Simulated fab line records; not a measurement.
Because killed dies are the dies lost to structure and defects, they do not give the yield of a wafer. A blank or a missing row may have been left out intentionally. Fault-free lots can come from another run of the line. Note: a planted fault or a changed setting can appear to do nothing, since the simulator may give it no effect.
fab line records | flow n5Finfet
record: lots: 4 wafers: 12 lastDay: 17
route steps=1938 shown BEOL_M13@1704 BEOL_M14@1716 PASSIVATION@1936
lots untouched by any fault: they come from a run of this same line in which no faults occurred
startH: hours from the record's opening day to when the first of the lot's shown wafers began | waitH: time in hours since the lot's previous step | " as in the row above | L1.1+2: several wafers, shown together as one row | - no value present, or no start provided | * or withheld: withheld | < > ~ a bound
route shown NAME@n: names a module that has steps shown in the file, with the first one's number in the route | usual: mean/standard deviation taken from wafers without a fault | same: alike in all rows | chamber/n: place in a boat | sites: the reading at each site | _std_site: the standard deviation of these | _edge_site: mean of outer sites minus mean of inner sites | radiusMm: how far each site lies from the wafer's centre | mask NAME#n: copy n | behind: the last tool/chamber to shape the wafer | hold: reason for holding the lot/hours on hold/outcome of the hold | device: whichever transistor did not switch (one of n, p or np) | end of line: the same wafers' tests at the end of the route | where a step has no rows: the recipe by itself | killed: at the first sort, the dies lost to defects and structure; wafer yield is something else | map: a wafer's dies, marking killed ones x, the rest . and places with no die _
set.NAME: the setting the step ran with; set.NAME@STEP: the setting that earlier step ran with | model.NAME: the simulator's own value behind a step, which no gauge read
certain route steps with their lots: each step a table, each wafer a row
services: a tool's chamber out of use, with start hour (startH, from the record's first day; less than 0 if before it), hours out, and reason
== steps ==
step: N5_BEOL_M13_PRE_CLEAN_42
recipe: gas: H2/He timeS: 30 tempC: 250
step: N5_BEOL_M13_SPUTTER_43
recipe: material: TaN targetThkA: 150 tempC: 50 biasV: 168.6 powerW: 15000 chamberPressurePa: 0.12 timeS: 24.19
step: N5_BEOL_M13_SPUTTER_44
recipe: material: Ta targetThkA: 100 tempC: 50 biasV: 80 powerW: 15000 chamberPressurePa: 0.07 timeS: 16.13
step: N5_BEOL_M13_SPUTTER_45
recipe: material: Cu targetThkA: 800 tempC: -20 biasV: 60 powerW: 26000 chamberPressurePa: 0.13 timeS: 13.33
step: N5_BEOL_M13_ECD_47
recipe: material: Cu targetThkA: 9360
step: N5_BEOL_M13_ANNEAL_48
recipe: tempC: 225 timeS: 90 ambient: N2
step: N5_BEOL_M13_CMP_49
recipe: stopOn: SiOC tOverpolishS: 17.1 downForcePsi: 1 platenRpm: 50 clearingPlatenDownForcePsi: 1.5 clearingPlatenRpm: 50 postCmpClean: cuAlkaline targetThkNm: 420 clearingPlatenPadVelocityMS: 0.99484 padVelocityMS: 0.99484
step: N5_BEOL_M13_PRE_CLEAN_52
recipe: gas: NH3 timeS: 15 tempC: withheld rfPowerW: 300
step: N5_BEOL_M13_DEP_53
recipe: material: SiCN targetThkA: 500 tempC: withheld precursor: 3MS/NH3 pressureTorr: 3 rfW: 675 timeS: 17.8
step: N5_BEOL_M14_ILD_DEP_00
recipe: material: SiO2 targetThkA: 11193 tempC: 400 precursor: TEOS/O2 pressureTorr: 6.5 rfW: 900 teosFlowSccm: 161.4 gas: O2 flowSccm: 2650 timeS: 237.4
usual: heaterPowerOuterW: 300/47 heaterPowerW: 525/69 showerheadPlenumPTorr: 8.34/0.041 susceptorTempC: 399.99/0.21 throttleValvePct: 18.3/0.99
columns lot.wafer tool chamber startH waitH heaterPowerOuterW heaterPowerW showerheadPlenumPTorr sinceWetCleanH susceptorTempC throttleValvePct model.SiO2_of_BEOL_M14_ILD_DEP_00.thkNm
L341.2 pecvd-01 0 291.48 0.0 268 516 8.38 814 400.23 18.0 1123
L341.4 " 2 " " 220 393 8.39 - 400.24 16.9 1140
L341.6 " 0 " " 298 564 8.38 - 400.01 18.4 1137
L354.1 pecvd-01 2 352.53 0.0 287 473 8.40 121 399.86 17.2 1103
L354.2 " 1 " " 295 527 8.33 1600 403.06 17.4 1083
L354.6 " 0 " " 203 417 8.39 - 400.13 18.2 1121
L353.1 pecvd-01 0 361.16 0.0 302 551 8.38 884 399.76 18.2 1113
L353.3 " 1 " " 320 548 8.32 1609 402.74 17.5 1090
L353.6 " 0 " " 201 419 8.38 - 400.16 18.4 1130
L357.2 pecvd-04 1 381.32 0.0 294 509 8.34 2173 400.07 19.5 1071
L357.3 " 2 " " 335 564 8.25 693 400.03 18.0 1102
L357.5 " 0 " " 354 626 8.36 - 399.73 19.1 1120
step: N5_BEOL_M14_COAT_58
recipe: resist: BARC tempC: 205 timeS: 60 spinRpm: 1500 resistThkNm: 89
step: N5_BEOL_M14_COAT_04
recipe: spinRpm: 1704 resistThkNm: 800
step: N5_BEOL_M14_EBR_06
recipe: solvent: PGMEA ebrWidthMm: 1.5
step: N5_BEOL_M14_SOFTBAKE_05
recipe: tempC: 130 timeS: 60
step: N5_BEOL_M14_EXPOSE_07
recipe: maskId: V13 na: 0.8 sourceShape: annular sigmaInner: 0.5 sigmaOuter: 0.8 polarization: unpolarized attpsmPhaseDeg: 180 doseMj: 57
step: N5_BEOL_M14_PEB_08
recipe: pebTempC: 130 pebTimeS: 90
step: N5_BEOL_M14_DEVELOP_09
recipe: developTimeS: 45 rinseLiquid: diw dry: airSpin devTempC: 21
step: N5_BEOL_M14_HARDBAKE_14
recipe: tempC: 130 timeS: 120
step: N5_BEOL_M14_DESCUM_15
recipe: chemistry: O2 timeS: 7.9 sourcePowerW: 50 biasPowerW: 20 pressureMtorr: 20 rfFrequencyHz: 2.712e+07 tempC: 40 o2FlowSccm: 225
step: N5_BEOL_M14_ETCH_59
recipe: chemistry: N2/H2 target: BARC targetDepthA: 890 overetchA: 267 timeS: 67.9 ionEnergyEv: 200 pressureMtorr: 30 sourceW: 840 biasW: 150 n2FlowSccm: 200 h2FlowSccm: 200
step: N5_BEOL_M14_VIA_ETCH_16
recipe: chemistry: C4F8/O2/Ar target: SiO2 heInnerTorr: 15 heOuterTorr: 30 targetDepthA: 12313 timeS: withheld ionEnergyEv: 800 pressureMtorr: 20 sourceW: 1905 biasW: 2040 Ar_flow_sccm: 400 C4F8_flow_sccm: 16 O2_flow_sccm: 12 ends: cleared
usual: O2_flow_sccm: 12.00/0.034 drypumpMotorCurrentA: 5.7/0.38 oes_f_703_au: 0.81/0.059 oesProductAu: 0.73/0.055 rfVppV: 2256/38 showerheadPlenumPTorr: 3.48/0.15 throttleValvePct: 30.89/0.28
columns lot.wafer tool chamber startH waitH O2_flow_sccm drypumpMotorCurrentA oes_f_703_au oesProductAu rfVppV showerheadPlenumPTorr throttleValvePct model.etch.depthNm
L341.2 rieDiel-05 2 292.87 0.0 12.01 5.7 0.80 0.72 2268 3.58 30.72 1123
L341.4 " 1 " " 12.05 5.6 0.82 0.76 2190 3.38 31.00 1140
L341.6 " 3 " " 12.06 5.5 0.91 0.81 2260 3.51 30.99 1137
L354.1 rieDiel-05 3 353.20 0.0 11.97 5.5 0.88 0.78 2259 3.50 31.01 1103
L354.2 " 1 " " 11.98 5.6 0.80 0.74 2188 3.37 31.02 1083
L354.6 " 0 " " 12.01 5.6 0.74 0.66 2179 3.16 31.14 1121
L353.1 rieDiel-03 2 362.29 0.0 11.98 5.7 0.85 0.77 2278 3.63 30.78 1113
L353.3 " 0 " " 11.98 5.6 0.85 0.78 2272 3.61 30.60 1090
L353.6 " 1 " " 12.00 5.5 0.80 0.73 2283 3.59 31.14 1130
L357.2 rieDiel-01 1 382.12 0.0 11.97 5.8 0.82 0.71 2201 3.32 30.90 1071
L357.3 " 3 " " 12.00 6.5 0.80 0.71 2277 3.63 31.45 1102
L357.5 " 2 " " 11.98 5.1 0.81 0.73 2283 3.31 30.49 1120
step: N5_BEOL_M14_STRIP_63
recipe: chemistry: O2 powerW: 600 tempC: 60 pressureMtorr: 30 rfFrequencyHz: 6e+07 biasPowerW: 0 overashFraction: 0.3 o2FlowSccm: 225
step: N5_BEOL_M14_STRIP_64
recipe: chemistry: O2 powerW: 600 tempC: 60 pressureMtorr: 30 rfFrequencyHz: 6e+07 biasPowerW: 0 overashFraction: 0.3 o2FlowSccm: 225
step: N5_BEOL_M14_STRIP_71
recipe: chemistry: postEtchResidueRemover timeS: 60 tempC: 25 removerPh: withheld removerWaterWtPct: withheld removerFluorideWtPct: withheld
step: N5_BEOL_M14_SRD_72
recipe: timeS: 30 tempC: 23 rinseLiquid: diw dry: n2Spin spinRpm: 1500 dryTimeS: 30
step: N5_BEOL_M14_COAT_65
recipe: resist: SOC tempC: 250 timeS: 60 spinRpm: 1500 resistThkNm: 450
step: N5_BEOL_M14_COAT_66
recipe: resist: SiARC tempC: 220 timeS: 60 spinRpm: 1500 resistThkNm: 110
step: N5_BEOL_M14_COAT_22
recipe: spinRpm: 2888 resistThkNm: 300
step: N5_BEOL_M14_EBR_24
recipe: solvent: PGMEA ebrWidthMm: 1.5
step: N5_BEOL_M14_SOFTBAKE_23
recipe: tempC: 130 timeS: 60
step: N5_BEOL_M14_EXPOSE_25
recipe: maskId: M14 na: 0.8 sourceShape: annular sigmaInner: 0.5 sigmaOuter: 0.8 polarization: unpolarized targetCdNm: 280 doseMj: 26.6
step: N5_BEOL_M14_PEB_26
recipe: pebTempC: 130 pebTimeS: 90
step: N5_BEOL_M14_DEVELOP_27
recipe: developTimeS: 45 rinseLiquid: diw dry: airSpin devTempC: 21
step: N5_BEOL_M14_HARDBAKE_32
recipe: tempC: 130 timeS: 120
step: N5_BEOL_M14_CMP_49
recipe: stopOn: SiO2 tOverpolishS: 5.2 downForcePsi: 2 platenRpm: 80 clearingPlatenDownForcePsi: 2 clearingPlatenRpm: 80 postCmpClean: cuAlkaline targetThkNm: 560 clearingPlatenPadVelocityMS: 1.5917 padVelocityMS: 1.5917
usual: barrierFieldEndpointS: 11.37/0.27 motorCurrentA: 8.3/0.62 overpolishRunS: 5.200/0.0088 timeToEndpointS: 120/4.8
same: tOverpolishS: 5.2
columns lot.wafer tool chamber startH waitH barrierFieldEndpointS motorCurrentA overpolishRunS timeToEndpointS model.SiO2_of_BEOL_M14_ILD_DEP_00.thkNm
L341.2 cmp-02 1 297.42 0.2 11.58 7.8 5.193 125 1041
L341.4 " 3 " " 11.33 7.5 5.195 119 1061
L341.6 " 1 " " 11.45 8.0 5.211 122 1055
L354.2 cmp-02 2 360.30 0.3 11.26 8.2 5.205 120 1006
L354.1 " 3 " " 11.14 7.1 5.214 120 1022
L354.6 " 0 " " 11.10 9.2 5.201 118 1039
L353.1 cmp-01 0 369.79 0.3 11.54 8.3 5.211 124 1034
L353.3 " 1 " " 11.93 7.4 5.201 131 1011
L353.6 " 3 " " 11.40 7.0 5.204 124 1048
L357.2 cmp-02 2 385.45 0.3 11.02 8.2 5.206 114 990
L357.3 " 3 " " 11.14 7.5 5.205 119 1024
L357.5 " 1 " " 11.16 7.9 5.193 118 1041
step: N5_PASSIVATION_PROBE_49
usual: defectLimitedYield: 91.0/1.4 killed_at_M0_to_M3: 33/11 killed_at_M4_up: 14/5 killedAtContacts: 11/7.3 killedAtFrontEnd: 43/12 killedAtOther: 4/3.1 killedDies: 106/17 killedOnRim: 14/3.8 killedOpen: 69/13 killedShort: 34/8.7 sort_bin_5_function: 5.2/0.96 sort_bin_6_memory: 3.3/0.66 sort_bin_8_speed: 0.00/0.012 sortNPass: 1074/17 sortYieldPct: 91.0/1.4
same: grossDies: 1180 killedAtBackSide: 0 sort_bin_4_leakage[%]: 0
columns lot.wafer tool chamber startH waitH defectLimitedYield[%] killed_at_M0_to_M3 killed_at_M4_up killedAtContacts killedAtFrontEnd killedAtOther killedDies killedOnRim killedOpen killedShort sort_bin_5_function[%] sort_bin_6_memory[%] sort_bin_8_speed[%] sortNPass sortYieldPct[%]
L341.2 prober-01 - 326.52 0.1 92.9 18 10 16 36 4 84 10 60 24 3.6 3.2 0 1096 92.9
L341.4 prober-01 - 326.62 0.2 92.8 20 10 8 43 4 85 13 54 31 4.3 2.2 0 1095 92.8
L341.6 prober-01 - 326.72 0.3 90.2 22 18 4 66 6 116 15 73 40 5.9 3.5 0 1064 90.2
L354.1 prober-02 - 384.28 0.0 91.7 30 9 6 50 3 98 10 71 27 4.7 3.6 0 1082 91.7
L354.2 prober-02 - 384.33 0.1 89.7 47 7 10 53 4 121 17 81 34 6.4 3.2 0 1059 89.7
L354.6 prober-02 - 384.53 0.3 90.7 29 18 18 41 4 110 19 65 37 5.3 3.1 0 1070 90.7
L353.1 prober-01 - 394.29 0.0 87.6 56 23 5 58 4 146 15 87 57 7.9 4.1 0 1034 87.6
L353.3 prober-01 - 394.39 0.1 91.9 25 18 3 49 1 96 9 65 31 5.3 2.8 0 1084 91.9
L353.6 prober-01 - 394.54 0.3 92.4 19 18 6 47 0 90 9 60 30 4.7 2.5 0 1090 92.4
killed by level:class
L341.2 MOL_CONTACT_COAG:geometricParticle:open=13 STI_FIN_REVEAL:geometricParticle:open=10 FIN_SAQP:geometricParticle:open=9 BEOL_M1:geometricParticle:short=5 STI_FIN_REVEAL:geometricParticle:short=5 BEOL_M3:geometricParticle:open=5 FIN_SAQP:geometricParticle:short=4 DUMMY_GATE:geometricParticle:open=4
L341.4 FIN_SAQP:geometricParticle:short=14 STI_FIN_REVEAL:geometricParticle:open=14 MOL_CONTACT_COAG:geometricParticle:open=8 FIN_SAQP:geometricParticle:open=5 STI_FIN_REVEAL:geometricParticle:short=5 BEOL_M1:geometricParticle:open=5 BEOL_M4:geometricParticle:open=5 BEOL_M3:geometricParticle:open=4
L341.6 STI_FIN_REVEAL:geometricParticle:open=18 FIN_SAQP:geometricParticle:open=15 FIN_SAQP:geometricParticle:short=12 BEOL_M0_SAQP:geometricParticle:open=7 BEOL_M4:geometricParticle:open=7 GATE_CUT:geometricParticle:short=6 BEOL_M0_SAQP:geometricParticle:short=5 BEOL_M1:geometricParticle:short=5
L354.1 STI_FIN_REVEAL:geometricParticle:open=17 FIN_SAQP:geometricParticle:open=14 FIN_SAQP:geometricParticle:short=8 BEOL_M0_SAQP:geometricParticle:short=8 BEOL_M0_SAQP:geometricParticle:open=6 MOL_CONTACT_COAG:geometricParticle:open=5 BEOL_M1:geometricParticle:open=5 BEOL_M2:geometricParticle:open=5
L354.2 BEOL_M0_SAQP:geometricParticle:open=20 BEOL_M0_SAQP:geometricParticle:short=19 STI_FIN_REVEAL:geometricParticle:open=18 FIN_SAQP:geometricParticle:open=17 MOL_CONTACT_COAG:geometricParticle:open=10 FIN_SAQP:geometricParticle:short=7 HKMG_FIN:areaEtch=4 GATE_CUT:geometricParticle:short=3
L354.6 MOL_CONTACT_COAG:geometricParticle:open=15 BEOL_M4:geometricParticle:open=9 BEOL_M2:geometricParticle:open=8 HKMG_FIN:areaEtch=7 STI_FIN_REVEAL:geometricParticle:open=6 BEOL_M0_SAQP:geometricParticle:open=6 FIN_SAQP:geometricParticle:short=5 BEOL_M0_SAQP:geometricParticle:short=5
L353.1 BEOL_M0_SAQP:geometricParticle:open=22 FIN_SAQP:geometricParticle:short=20 BEOL_M0_SAQP:geometricParticle:short=15 FIN_SAQP:geometricParticle:open=10 BEOL_M4:geometricParticle:open=10 DUMMY_GATE:geometricParticle:open=9 BEOL_M2:geometricParticle:open=9 MOL_CONTACT_COAG:geometricParticle:open=5
L353.3 FIN_SAQP:geometricParticle:open=10 FIN_SAQP:geometricParticle:short=10 BEOL_M0_SAQP:geometricParticle:open=9 GATE_CUT:geometricParticle:short=8 BEOL_M4:geometricParticle:open=7 DUMMY_GATE:geometricParticle:open=6 BEOL_M5:geometricParticle:open=6 BEOL_M0_SAQP:geometricParticle:short=5
L353.6 FIN_SAQP:geometricParticle:short=12 BEOL_M4:geometricParticle:open=11 FIN_SAQP:geometricParticle:open=10 STI_FIN_REVEAL:geometricParticle:open=7 BEOL_M0_SAQP:geometricParticle:open=7 MOL_CONTACT_COAG:geometricParticle:open=5 STI_FIN_REVEAL:geometricParticle:short=4 DUMMY_GATE:geometricParticle:open=4
== services ==
columns tool chamber startH hours kind
cmp-02 - 276.03 0.5 repair
cmp-02 - 277.21 8.7 pm
rieDiel-01 - 288.94 2.8 pm
pecvd-01 1 292.97 3.6 repair
pecvd-04 0 292.97 2.1 scheduledDown
rieDiel-05 0 293.56 3.4 repair
pecvd-01 - 297.04 28.1 pm
cmp-01 - 327.24 4.1 pm
cmp-01 - 331.60 2.1 repair
cmp-01 - 342.81 4.0 pm
pecvd-01 1 343.82 5.5 scheduledDown
cmp-01 - 346.81 - consumableReplace:conditioner
cmp-01 - 346.81 - consumableReplace:pad
cmp-01 - 346.81 7.1 pm
rieDiel-03 3 348.27 - clean
rieDiel-03 3 348.27 - consumableReplace:focusRing
rieDiel-03 3 348.27 19.9 scheduledDown
rieDiel-03 3 348.27 19.9 ventCycle
cmp-02 - 374.01 0.6 repair
pecvd-01 - 377.41 1.3 repair
rieDiel-05 2 381.55 8.7 repair
pecvd-04 1 383.62 - clean
pecvd-04 1 383.62 - consumableReplace:showerhead
pecvd-04 1 383.62 29.0 scheduledDown
== key ==
firstSign: step: N5_BEOL_M14_ILD_DEP_00 reading: susceptorTempC direction: up sigmas: 14 usual: * struck: *
effect none on later readings
modelEffect: step: N5_BEOL_M14_ILD_DEP_00 value: SiO2_of_BEOL_M14_ILD_DEP_00.thkNm without: 1110 struck: 1087
modelEffect: step: N5_BEOL_M14_VIA_ETCH_16 value: etch.depthNm without: 1111 struck: 1087
modelEffect: step: N5_BEOL_M14_CMP_49 value: SiO2_of_BEOL_M14_ILD_DEP_00.thkNm without: 1032 struck: 1008
metAt N5_BEOL_M14_ILD_DEP_00
struckWafers L353.3,L354.2
fault: kind: processParameterDrift tool: pecvd-01 chamber: 1 onsetH: 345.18 steps: N5_BEOL_M14_ILD_DEP_00 channel: tempC offset: * shape: step endH: 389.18 actsIn: * stated: *
